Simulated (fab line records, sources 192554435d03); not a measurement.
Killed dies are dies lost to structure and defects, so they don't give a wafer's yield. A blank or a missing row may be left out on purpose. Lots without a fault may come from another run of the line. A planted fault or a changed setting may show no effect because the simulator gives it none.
Split-lot experiment | flow n5_finfet | 7 lots, 21 wafers read, on a route of 1938 steps

THE SPLIT
At N5_BEOL_M10_VIA_ETCH_34 (etches SiCOH lowk in C4F6/O2, target depth 184.5 nm, time 69.2 s), the setting bias_w was moved away from the recipe's 185 W on 9 of the 21 wafers read, by -5.8% to +17.9%. The other wafers ran this setting at the recipe's value.

The reading is taken at the split's own step.

THE READING
rf_vpp_V, in V, at N5_BEOL_M10_VIA_ETCH_34 (etches SiCOH lowk in C4F6/O2, target depth 184.5 nm, time 69.2 s). Fault-free wafers of this fab line usually give 663 V, standard deviation 11 V.

wafer  | tool, chamber at the split | bias_w as run, W | against the recipe | rf_vpp_V, V | against lot-mates on the recipe
L074.3 | rie_diel-04, 3             | 174.6            | -5.6%              | 653         | -22
L074.4 | rie_diel-04, 0             | 185              | recipe             | 675         | -
L074.6 | rie_diel-04, 0             | 185              | recipe             | 674         | -
L075.3 | rie_diel-04, 3             | 214.6            | +16.0%             | 766         | +115
L075.4 | rie_diel-04, 2             | 185              | recipe             | 651         | -
L075.6 | rie_diel-04, 0             | 214.6            | +16.0%             | 759         | +108
L082.2 | rie_diel-03, 0             | 185              | recipe             | 662         | -
L082.3 | rie_diel-03, 1             | 185              | recipe             | 654         | -
L082.5 | rie_diel-03, 2             | 174.3            | -5.8%              | 637         | -21
L083.1 | rie_diel-05, 3             | 185              | recipe             | 644         | -
L083.5 | rie_diel-05, 2             | 185              | recipe             | 667         | -
L083.6 | rie_diel-05, 1             | 185              | recipe             | 647         | -
L087.3 | rie_diel-03, 1             | 176.2            | -4.8%              | 632         | -34
L087.4 | rie_diel-03, 0             | 176.2            | -4.8%              | 636         | -30
L087.6 | rie_diel-03, 2             | 185              | recipe             | 666         | -
L092.4 | rie_diel-03, 3             | 185              | recipe             | 669         | -
L092.5 | rie_diel-03, 1             | 185              | recipe             | 656         | -
L092.6 | rie_diel-03, 2             | 201.4            | +8.9%              | 713         | +50
L091.2 | rie_diel-04, 3             | 218.1            | +17.9%             | 778         | +128
L091.4 | rie_diel-04, 1             | 218.1            | +17.9%             | 754         | +104
L091.6 | rie_diel-04, 2             | 185              | recipe             | 650         | -

THE FIT
A straight line over all 21 wafers: rf_vpp_V changes by +5.82 V for each +1% of bias_w; r = +0.97; the points scatter about the line by 11 V.
The same after taking each lot's own level away (the mean of its wafers on the recipe; 21 wafers): +6.41 V for each +1%; r = +0.99; scatter 8.4 V.
On that fit, the largest move of bias_w shifts the reading by 1.1e+02 V.
The lots' own levels span 650.0 to 674.5 V, that is 2.2 times the standard deviation above.
So the lot-to-lot level changes the slope little: the two slopes agree.
Check: with one of the wafers moved furthest among these (+17.9%) left out of the fit, the line predicts +113 V for it against its lot-mates. It came out at +128 V against them.
Tool readings at the split's step, against how far the setting was moved: rf_vpp_V r = +0.97.

OTHER SPLITS ON THESE WAFERS
These wafers also went through other splits before the reading. Each is held against what the fit with the lots' levels taken away leaves over:
other split on the same wafers | wafers away from the commonest value | r with rf_vpp_V (lot level and that fit taken away)
N5_BEOL_M10_COAT_22 spin_rpm   | 10                                   | -0.20

THE FILE'S OWN FIT
rf_vpp_V changes by +6.35 V for each +1% of bias_w, r = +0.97.
